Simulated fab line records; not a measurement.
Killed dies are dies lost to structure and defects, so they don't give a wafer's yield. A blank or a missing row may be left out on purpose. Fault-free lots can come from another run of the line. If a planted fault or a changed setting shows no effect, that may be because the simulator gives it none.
fab line records ; flow n5Finfet
record lots=10; wafers=30; lastDay=17
route steps=1938 shown BEOL_M1@824 BEOL_M2@846 BEOL_M4@1111 PASSIVATION@1936
lots with no fault: from the same line, run without faults
startH: the number of hours between the record's first day and the start of the first shown wafer of the lot ; waitH: hours from the lot's prior step to this one ; " identical to the entry in the row above ; L1.1+2: a row that stands for several wafers ; - no value present, or no start provided ; * or withheld: withheld ; < > ~ a bound
route shown NAME@n: a module of which the file shows steps, and the number in the route of the first ; usual: mean/standard deviation taken from wafers without a fault ; same: alike in all rows ; chamber/n: place in a boat ; sites: each site's reading ; _std_site: standard deviation of those values ; _edge_site: outer sites' mean less inner sites' ; radiusMm: how far each site lies from the wafer's centre ; mask NAME#n: copy n ; behind: tool/chamber where the wafer was last shaped ; hold: reason for holding the lot/hours on hold/outcome of the hold ; device: the n, p or np transistor that did not switch ; end of line: the same wafers' tests at the end of the route ; for a step that has no rows: nothing shown but its recipe ; killed: not the wafer's yield, but the dies lost to structure and defects at the first sort ; map: shows each die of a wafer: x if killed, . if not, _ if none is there
set.NAME: the run value of the setting; set.NAME@STEP: its run value at that earlier step ; model.NAME: the simulator's own value behind a step, which no gauge read
steps of the route over a sample of lots; a table a step, a row a wafer
services: from which hour (startH, from the record's first day; less than 0 if before it) a tool's chamber was out of use, for how many hours, and why
## steps
# step N5_BEOL_M1_SPUTTER_90
# recipe material=Cu; targetThkA=45; tempC=-20; chamberPressurePa=0.07; powerW=withheld; timeS=8.29
# usual chuckSensorTempC=-16.0/0.65; throttleValvePct=29.8/1.1
lot.wafer;tool;chamber;startH;waitH;chuckSensorTempC;throttleValvePct
L193.1;pvdSputter-01;-;126.89;0.1;-16.2;30.5
L193.3;pvdSputter-01;-;126.89;0.1;-16.0;30.4
L193.6;pvdSputter-01;-;126.89;0.1;-16.2;30.5
L194.1;pvdSputter-01;-;143.12;0.1;-17.0;28.2
L194.4;pvdSputter-01;-;143.12;0.1;-16.0;30.5
L194.5;pvdSputter-01;-;143.12;0.1;-17.1;28.4
L196.2;pvdSputter-02;-;154.78;0.1;-15.5;30.1
L196.3;pvdSputter-02;-;154.78;0.1;-15.4;29.3
L196.6;pvdSputter-02;-;154.78;0.1;-15.5;30.5
L200.2;pvdSputter-02;-;167.31;0.1;-15.5;30.1
L200.3;pvdSputter-02;-;167.31;0.1;-16.0;30.3
L200.6;pvdSputter-02;-;167.31;0.1;-15.3;29.2
L203.2;pvdSputter-01;-;193.67;0.1;-17.1;28.4
L203.3;pvdSputter-01;-;193.67;0.1;-14.8;31.7
L203.5;pvdSputter-01;-;193.67;0.1;-14.8;32.0
L204.1;pvdSputter-01;-;201.60;0.1;-16.0;30.5
L204.4;pvdSputter-01;-;201.60;0.1;-17.1;28.1
L204.5;pvdSputter-01;-;201.60;0.1;-16.2;30.7
L211.1;pvdSputter-01;-;237.33;0.1;-17.1;28.2
L211.2;pvdSputter-01;-;237.33;0.1;-14.9;31.7
L211.3;pvdSputter-01;-;237.33;0.1;-16.1;30.6
L212.2;pvdSputter-01;-;240.52;0.1;-16.1;30.6
L212.4;pvdSputter-01;-;240.52;0.1;-14.9;31.9
L212.5;pvdSputter-01;-;240.52;0.1;-17.3;28.1
L213.1;pvdSputter-02;-;243.80;0.1;-15.4;30.3
L213.4;pvdSputter-02;-;243.80;0.1;-15.9;30.0
L213.5;pvdSputter-02;-;243.80;0.1;-15.7;30.1
L214.2;pvdSputter-02;-;252.79;0.1;-15.9;30.0
L214.5;pvdSputter-02;-;252.79;0.1;-15.3;29.3
L214.6;pvdSputter-02;-;252.79;0.1;-16.0;30.1
# step N5_BEOL_M1_SPUTTER_92
# recipe material=Cu; targetThkA=45; tempC=-20; chamberPressurePa=0.07; powerW=withheld; timeS=8.29
# usual chuckSensorTempC=-16.0/0.66; throttleValvePct=29.8/1.1
lot.wafer;tool;chamber;startH;waitH;chuckSensorTempC;throttleValvePct
L193.1;pvdSputter-01;-;127.11;0.1;-16.2;30.9
L193.3;pvdSputter-01;-;127.11;0.1;-15.9;30.4
L193.6;pvdSputter-01;-;127.11;0.1;-16.2;30.6
L194.1;pvdSputter-01;-;143.34;0.1;-17.0;28.0
L194.4;pvdSputter-01;-;143.34;0.1;-16.1;30.7
L194.5;pvdSputter-01;-;143.34;0.1;-17.1;28.0
L196.2;pvdSputter-02;-;155.00;0.1;-15.4;30.1
L196.3;pvdSputter-02;-;155.00;0.1;-15.3;28.9
L196.6;pvdSputter-02;-;155.00;0.1;-15.6;30.4
L200.2;pvdSputter-02;-;167.55;0.1;-15.5;30.1
L200.3;pvdSputter-02;-;167.55;0.1;-16.1;30.2
L200.6;pvdSputter-02;-;167.55;0.1;-15.4;29.2
L203.2;pvdSputter-01;-;193.89;0.1;-17.0;28.1
L203.3;pvdSputter-01;-;193.89;0.1;-14.8;31.8
L203.5;pvdSputter-01;-;193.89;0.1;-14.7;32.1
L204.1;pvdSputter-01;-;201.82;0.1;-16.2;30.6
L204.4;pvdSputter-01;-;201.82;0.1;-17.2;28.2
L204.5;pvdSputter-01;-;201.82;0.1;-16.2;30.3
L211.1;pvdSputter-01;-;237.55;0.1;-16.9;28.1
L211.2;pvdSputter-01;-;237.55;0.1;-14.8;31.9
L211.3;pvdSputter-01;-;237.55;0.1;-16.2;30.0
L212.2;pvdSputter-01;-;240.74;0.1;-16.0;30.6
L212.4;pvdSputter-01;-;240.74;0.1;-14.8;31.6
L212.5;pvdSputter-01;-;240.74;0.1;-17.2;28.1
L213.1;pvdSputter-02;-;244.02;0.1;-15.5;29.9
L213.4;pvdSputter-02;-;244.02;0.1;-16.1;30.1
L213.5;pvdSputter-02;-;244.02;0.1;-15.4;30.0
L214.2;pvdSputter-02;-;253.01;0.1;-16.1;30.0
L214.5;pvdSputter-02;-;253.01;0.1;-15.3;29.1
L214.6;pvdSputter-02;-;253.01;0.1;-16.0;30.0
# step N5_BEOL_M1_RS_MEAS_58
# recipe thkMeasGauge=four-point-probe; reads=Co_of_BEOL_M1_CO_CAP_55+Cu_of_BEOL_M1_ECD_50+Co_of_BEOL_M1_CVD_47+TaN_of_BEOL_M1_ALD_84
# usual M1_RS=0.66/0.035
lot.wafer;tool;chamber;startH;waitH;M1_RS[ohm/sq]
L193.1;filmMetro-01;-;128.69;0.0;0.70
L193.3;filmMetro-01;-;128.69;0.0;0.62
L193.6;filmMetro-01;-;128.69;0.0;0.62
L194.1;filmMetro-02;-;144.87;0.0;0.62
L194.4;filmMetro-02;-;144.87;0.0;0.64
L194.5;filmMetro-02;-;144.87;0.0;0.62
L196.2;filmMetro-01;-;156.62;0.1;0.65
L196.3;filmMetro-01;-;156.62;0.1;0.64
L196.6;filmMetro-01;-;156.62;0.1;0.64
L200.2;filmMetro-02;-;169.08;0.1;0.67
L200.3;filmMetro-02;-;169.08;0.1;0.76
L200.6;filmMetro-02;-;169.08;0.1;0.71
L203.2;filmMetro-02;-;195.45;0.1;0.67
L203.3;filmMetro-02;-;195.45;0.1;0.71
L203.5;filmMetro-02;-;195.45;0.1;0.63
L204.1;filmMetro-02;-;203.45;0.1;0.68
L204.4;filmMetro-02;-;203.45;0.1;0.63
L204.5;filmMetro-02;-;203.45;0.1;0.65
L211.1;filmMetro-02;-;239.09;0.0;0.72
L211.2;filmMetro-02;-;239.09;0.0;0.72
L211.3;filmMetro-02;-;239.09;0.0;0.67
L212.2;filmMetro-01;-;243.81;0.1;0.70
L212.4;filmMetro-01;-;243.81;0.1;0.64
L212.5;filmMetro-01;-;243.81;0.1;0.68
L213.1;filmMetro-02;-;245.86;0.1;0.69
L213.4;filmMetro-02;-;245.86;0.1;0.67
L213.5;filmMetro-02;-;245.86;0.1;0.66
L214.2;filmMetro-02;-;254.50;0.1;0.71
L214.5;filmMetro-02;-;254.50;0.1;0.66
L214.6;filmMetro-02;-;254.50;0.1;0.65
# step N5_BEOL_M2_COAT_62
# recipe resist=SiARC; tempC=220; timeS=60; spinRpm=1500; resistThkNm=12
# usual dispensePressureKPa=51.2/2.2; spinSpeedRpm=1499.8/1.2
lot.wafer;tool;chamber;startH;waitH;dispensePressureKPa;spinSpeedRpm
L193.1;lithoTrack-03;0;131.78;-;49.5;1501.8
L193.3;lithoTrack-03;0;131.78;-;49.5;1499.8
L193.6;lithoTrack-03;0;131.78;-;49.4;1500.6
L194.1;lithoTrack-03;0;147.85;-;49.5;1500.4
L194.4;lithoTrack-03;0;147.85;-;49.5;1500.4
L194.5;lithoTrack-03;0;147.85;-;49.4;1499.9
L196.2;lithoTrack-05;0;157.34;-;54.6;1498.6
L196.3;lithoTrack-05;0;157.34;-;54.7;1500.2
L196.6;lithoTrack-05;0;157.34;-;54.7;1501.1
L200.2;lithoTrack-05;0;170.13;-;54.7;1499.9
L200.3;lithoTrack-05;0;170.13;-;54.7;1499.6
L200.6;lithoTrack-05;0;170.13;-;54.7;1499.4
L203.2;lithoTrack-05;0;195.80;-;54.7;1603.6
L203.3;lithoTrack-05;0;195.80;-;54.7;1602.7
L203.5;lithoTrack-05;0;195.80;-;54.7;1603.2
L204.1;lithoTrack-05;0;203.86;-;54.7;1603.9
L204.4;lithoTrack-05;0;203.86;-;54.7;1603.9
L204.5;lithoTrack-05;0;203.86;-;54.7;1602.8
L211.1;lithoTrack-03;0;241.21;-;49.5;1499.3
L211.2;lithoTrack-03;0;241.21;-;49.5;1501.4
L211.3;lithoTrack-03;0;241.21;-;49.5;1501.3
L212.2;lithoTrack-01;0;245.19;-;50.0;1498.6
L212.4;lithoTrack-01;0;245.19;-;50.0;1501.2
L212.5;lithoTrack-01;0;245.19;-;50.0;1498.9
L213.1;lithoTrack-01;0;247.27;-;50.0;1500.4
L213.4;lithoTrack-01;0;247.27;-;50.0;1498.6
L213.5;lithoTrack-01;0;247.27;-;49.9;1497.7
L214.2;lithoTrack-03;0;256.90;-;49.5;1499.1
L214.5;lithoTrack-03;0;256.90;-;49.5;1499.8
L214.6;lithoTrack-03;0;256.90;-;49.5;1500.5
# step N5_BEOL_M4_RC_MEAS_101
# usual DIBL_N=37.3/2.3; DIBL_P=37.4/2.9; IOFF_N=0.18/0.045; IOFF_P=0.25/0.054; ION_N=679/15; ION_P=468/9.7; SS_N=71.8/0.62; SS_P=73.6/0.76; VT_N=248/4.1; VT_P=-248/3.6
lot.wafer;tool;chamber;startH;waitH;DIBL_N[mV/V];DIBL_P[mV/V];IOFF_N[nA/um];IOFF_P[nA/um];ION_N[uA/um];ION_P[uA/um];SS_N[mV/dec];SS_P[mV/dec];VT_N[mV];VT_P[mV]
L193.1;prober-02;0;163.72;0.0;40.0;39.1;0.22;0.33;686;470;71.7;73.7;242;-242
L193.3;prober-02;0;163.72;0.0;36.8;35.1;0.16;0.23;680;469;71.4;73.0;249;-248
L193.6;prober-02;0;163.72;0.0;42.1;40.9;0.27;0.35;691;472;72.3;74.2;243;-241
L194.1;prober-01;0;182.56;0.0;36.8;37.7;0.16;0.26;687;483;72.0;74.3;247;-246
L194.4;prober-01;0;182.56;0.0;36.2;35.5;0.14;0.24;669;466;71.4;73.4;251;-245
L194.5;prober-01;0;182.56;0.0;37.5;37.9;0.17;0.28;689;482;71.9;73.8;246;-246
L196.2;prober-01;0;189.22;0.2;37.0;38.6;0.17;0.24;697;480;71.6;72.8;247;-249
L196.3;prober-01;0;189.22;0.2;32.8;32.4;0.09;0.14;651;450;71.4;71.4;259;-254
L196.6;prober-01;0;189.22;0.2;34.7;35.2;0.12;0.18;666;459;71.6;72.1;253;-249
L200.2;prober-01;0;199.46;0.2;35.1;35.3;0.15;0.22;687;473;71.1;73.1;246;-248
L200.3;prober-01;0;199.46;0.2;37.2;38.0;0.19;0.27;687;472;72.2;73.1;245;-245
L200.6;prober-01;0;199.46;0.2;37.0;37.3;0.19;0.26;687;470;71.5;73.8;245;-247
L203.2;prober-01;0;235.89;0.2;36.9;38.9;0.18;0.25;673;462;72.5;73.3;247;-249
L203.3;prober-01;0;235.89;0.2;32.6;32.7;0.11;0.16;675;461;70.8;72.4;258;-254
L203.5;prober-01;0;235.89;0.2;36.2;38.4;0.19;0.25;692;472;72.3;73.1;246;-246
L204.1;prober-02;0;236.47;0.0;38.0;39.3;0.22;0.24;696;471;71.9;73.7;245;-251
L204.4;prober-02;0;236.47;0.0;37.5;38.2;0.17;0.21;675;455;72.6;73.8;248;-253
L204.5;prober-02;0;236.47;0.0;39.2;40.2;0.25;0.26;702;467;71.9;73.8;242;-247
L211.1;prober-01;0;274.23;0.0;38.1;38.7;0.18;0.23;679;459;72.0;73.5;246;-250
L211.2;prober-01;0;274.23;0.0;39.1;39.5;0.20;0.24;674;458;71.9;73.8;246;-250
L211.3;prober-01;0;274.23;0.0;36.4;35.6;0.16;0.19;685;465;71.9;73.0;249;-252
L212.2;prober-02;0;274.66;0.2;39.6;38.4;0.19;0.25;683;464;71.9;74.1;248;-251
L212.4;prober-02;0;274.66;0.2;41.1;40.5;0.23;0.32;682;467;73.4;74.8;246;-244
L212.5;prober-02;0;274.66;0.2;36.8;33.9;0.14;0.17;653;449;71.7;72.3;255;-253
L213.1;prober-01;0;292.03;0.0;38.4;38.8;0.19;0.27;677;475;71.7;73.7;246;-244
L213.4;prober-01;0;292.03;0.0;36.2;35.8;0.15;0.22;662;462;71.6;72.5;252;-245
L213.5;prober-01;0;292.03;0.0;38.8;39.9;0.20;0.29;677;469;72.2;73.6;248;-245
L214.2;prober-02;0;295.89;0.2;40.7;41.8;0.23;0.30;679;467;72.8;73.9;244;-248
L214.5;prober-02;0;295.89;0.2;35.8;35.6;0.14;0.20;662;462;71.7;73.1;252;-252
L214.6;prober-02;0;295.89;0.2;39.5;41.2;0.22;0.28;677;464;73.2;74.6;246;-249
# step N5_PASSIVATION_PROBE_49
# usual defectLimitedYield=91.3/1.5; killed_at_M0_to_M3=35/8.7; killed_at_M4_up=14/5.5; killedAtContacts=11/5.6; killedAtFrontEnd=39/13; killedAtOther=3.7/2.2; killedDies=103/18; killedOpen=69/14; killedShort=33/7.8; sort_bin_5_function=5.1/0.99; sort_bin_6_memory=3.3/0.67; sort_bin_8_speed=0.02/0.17; sortNPass=1077/18; sortYieldPct=91.2/1.5
# same grossDies=1180; killedAtBackSide=0; sort_bin_4_leakage[%]=0
lot.wafer;tool;chamber;startH;waitH;defectLimitedYield[%];killed_at_M0_to_M3;killed_at_M4_up;killedAtContacts;killedAtFrontEnd;killedAtOther;killedDies;killedOpen;killedShort;sort_bin_5_function[%];sort_bin_6_memory[%];sort_bin_8_speed[%];sortNPass;sortYieldPct[%]
L193.1;prober-02;-;267.61;0.0;91.4;41;14;16;25;5;101;63;34;5.4;3.0;0;1079;91.4
L193.3;prober-02;-;267.71;0.1;90.9;35;13;22;36;1;107;84;21;4.9;4.0;0.08;1073;90.9
L193.6;prober-02;-;267.86;0.3;89.5;53;14;14;39;4;124;89;30;6.0;3.7;0;1056;89.5
L203.2;prober-01;-;352.43;0.1;91.0;43;17;2;40;4;106;65;40;4.7;3.8;0;1074;91.0
L203.3;prober-01;-;352.48;0.1;91.5;32;21;9;33;5;100;60;39;4.8;3.1;0;1080;91.5
L203.5;prober-01;-;352.58;0.2;92.5;34;13;6;32;4;89;56;33;4.7;2.7;0;1091;92.5
L211.1;prober-02;-;377.61;0.0;89.4;52;12;12;45;4;125;64;58;5.6;4.6;0;1055;89.4
L211.2;prober-02;-;377.66;0.1;92.6;37;8;9;28;5;87;49;36;4.3;2.8;0;1093;92.6
L211.3;prober-02;-;377.71;0.1;91.0;37;15;20;27;7;106;69;35;5.2;3.4;0;1074;91.0
L212.2;prober-02;-;381.77;0.1;92.5;35;8;11;32;3;89;64;25;4.5;3.0;0;1091;92.5
L212.4;prober-02;-;381.87;0.2;90.7;38;13;4;47;8;110;86;23;5.6;3.6;0;1070;90.7
L212.5;prober-02;-;381.92;0.2;90.3;36;9;15;51;3;114;80;32;5.5;3.6;0.08;1065;90.3
L213.1;prober-02;-;412.42;0.0;92.3;19;19;12;38;3;91;67;22;4.6;2.7;0;1089;92.3
L213.4;prober-02;-;412.57;0.2;91.5;32;12;12;40;4;100;69;29;4.9;3.1;0;1080;91.5
L213.5;prober-02;-;412.62;0.2;90.3;32;12;16;52;3;115;77;37;5.7;3.6;0;1065;90.3
# killed by level:class
L193.1 BEOL_M0_SAQP:geometricParticle:short=15 MOL_CONTACT_COAG:geometricParticle:open=14 BEOL_M3:geometricParticle:open=10 BEOL_M4:geometricParticle:open=9 BEOL_M0_SAQP:geometricParticle:open=8 FIN_SAQP:geometricParticle:open=5 STI_FIN_REVEAL:geometricParticle:open=5 STARTING-WAFER:geometricParticle:short=4
L193.3 MOL_CONTACT_COAG:geometricParticle:open=22 STI_FIN_REVEAL:geometricParticle:open=14 BEOL_M0_SAQP:geometricParticle:open=11 BEOL_M2:geometricParticle:open=10 FIN_SAQP:geometricParticle:open=6 BEOL_M0_SAQP:geometricParticle:short=6 GATE_CUT:geometricParticle:open=3 BEOL_M5:geometricParticle:open=3
L193.6 BEOL_M2:geometricParticle:open=17 MOL_CONTACT_COAG:geometricParticle:open=13 STI_FIN_REVEAL:geometricParticle:open=11 BEOL_M0_SAQP:geometricParticle:open=11 BEOL_M0_SAQP:geometricParticle:short=9 BEOL_M4:geometricParticle:open=8 BEOL_M3:geometricParticle:open=7 FIN_SAQP:geometricParticle:open=5
L203.2 BEOL_M0_SAQP:geometricParticle:short=14 BEOL_M0_SAQP:geometricParticle:open=11 FIN_SAQP:geometricParticle:open=8 STI_FIN_REVEAL:geometricParticle:open=8 ILD0:geometricParticle:short=7 BEOL_M2:geometricParticle:open=6 DUMMY_GATE:geometricParticle:open=4 ILD0:geometricParticle:open=4
L203.3 BEOL_M0_SAQP:geometricParticle:short=11 STI_FIN_REVEAL:geometricParticle:open=8 MOL_CONTACT_COAG:geometricParticle:open=7 GATE_CUT:geometricParticle:short=6 BEOL_M0_SAQP:geometricParticle:open=6 BEOL_M6:geometricParticle:open=5 BEOL_M3:geometricParticle:open=5 FIN_SAQP:geometricParticle:open=4
L203.5 BEOL_M0_SAQP:geometricParticle:open=14 BEOL_M0_SAQP:geometricParticle:short=9 BEOL_M4:geometricParticle:open=7 STI_FIN_REVEAL:geometricParticle:open=6 MOL_CONTACT_COAG:geometricParticle:open=6 GATE_CUT:geometricParticle:short=6 BEOL_M3:geometricParticle:open=5 FIN_SAQP:geometricParticle:short=4
L211.1 BEOL_M0_SAQP:geometricParticle:short=14 MOL_CONTACT_COAG:geometricParticle:open=9 BEOL_M2:geometricParticle:open=9 FIN_SAQP:geometricParticle:short=8 GATE_CUT:geometricParticle:short=8 BEOL_M0_SAQP:geometricParticle:open=7 BEOL_M1:geometricParticle:open=7 BEOL_M3:geometricParticle:open=6
L211.2 BEOL_M0_SAQP:geometricParticle:short=11 BEOL_M0_SAQP:geometricParticle:open=11 STI_FIN_REVEAL:geometricParticle:open=8 MOL_CONTACT_COAG:geometricParticle:open=7 FIN_SAQP:geometricParticle:short=6 BEOL_M2:geometricParticle:open=5 BEOL_M2:geometricParticle:short=4 DUMMY_GATE:geometricParticle:short=3
L211.3 MOL_CONTACT_COAG:geometricParticle:open=15 BEOL_M0_SAQP:geometricParticle:short=12 BEOL_M2:geometricParticle:open=7 BEOL_M4:geometricParticle:open=7 DUMMY_GATE:geometricParticle:open=6 BEOL_M0_SAQP:geometricParticle:open=6 GATE_CUT:geometricParticle:short=5 MOL_CONTACT_COAG:geometricParticle:short=5
L212.2 BEOL_M2:geometricParticle:open=11 MOL_CONTACT_COAG:geometricParticle:open=9 BEOL_M3:geometricParticle:open=8 GATE_CUT:geometricParticle:open=6 STI_FIN_REVEAL:geometricParticle:open=4 DUMMY_GATE:geometricParticle:open=4 BEOL_M0_SAQP:geometricParticle:short=4 BEOL_M5:geometricParticle:open=3
L212.4 BEOL_M3:geometricParticle:open=18 STI_FIN_REVEAL:geometricParticle:open=11 FIN_SAQP:geometricParticle:open=9 DUMMY_GATE:geometricParticle:open=6 BEOL_M1:geometricParticle:open=6 BEOL_M2:geometricParticle:open=5 PAD_METAL:geometricParticle:open=4 ILD0:geometricParticle:short=4
L212.5 BEOL_M0_SAQP:geometricParticle:open=13 MOL_CONTACT_COAG:geometricParticle:open=12 STI_FIN_REVEAL:geometricParticle:open=9 FIN_SAQP:geometricParticle:open=8 ILD0:geometricParticle:short=7 BEOL_M2:geometricParticle:open=7 BEOL_M0_SAQP:geometricParticle:short=5 BEOL_M1:geometricParticle:open=5
L213.1 STI_FIN_REVEAL:geometricParticle:open=15 BEOL_M4:geometricParticle:open=13 MOL_CONTACT_COAG:geometricParticle:open=11 DUMMY_GATE:geometricParticle:open=9 BEOL_M1:geometricParticle:open=6 FIN_SAQP:geometricParticle:open=4 BEOL_M0_SAQP:geometricParticle:open=4 FIN_SAQP:geometricParticle:short=3
L213.4 MOL_CONTACT_COAG:geometricParticle:open=12 FIN_SAQP:geometricParticle:short=10 BEOL_M0_SAQP:geometricParticle:open=9 STI_FIN_REVEAL:geometricParticle:open=7 BEOL_M2:geometricParticle:open=7 DUMMY_GATE:geometricParticle:open=6 SPACER0:geometricParticle:open=6 BEOL_M0_SAQP:geometricParticle:short=6
L213.5 STI_FIN_REVEAL:geometricParticle:open=16 MOL_CONTACT_COAG:geometricParticle:open=16 BEOL_M3:geometricParticle:open=8 GATE_CUT:geometricParticle:open=5 BEOL_M2:geometricParticle:open=5 BEOL_M0_SAQP:geometricParticle:short=5 BEOL_M0_SAQP:geometricParticle:open=5 FIN_SAQP:geometricParticle:open=4
## services
tool;chamber;startH;hours;kind
pvdSputter-01;-;108.92;5.7;repair
lithoTrack-03;-;157.79;-;consumableReplace:filter
pvdSputter-01;-;166.67;1.7;repair
lithoTrack-01;-;249.46;-;consumableReplace:filter
## key
firstSign step=N5_BEOL_M2_COAT_62; reading=spinSpeedRpm; direction=up; sigmas=89; usual=*; struck=*
effect none on later readings
metAt N5_BEOL_M2_COAT_62
struckLots L203,L204
notActingAt N5_BEOL_M1_SPUTTER_90,N5_BEOL_M1_SPUTTER_92,N5_BEOL_M1_RS_MEAS_58
onsetBetween 170.13 195.80
fault kind=processParameterDrift; tool=lithoTrack-05; chamber=-; onsetH=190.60; steps=N5_BEOL_M2_COAT_62; channel=spinRpm; offset=*; shape=step; endH=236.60; actsIn=*; stated=*
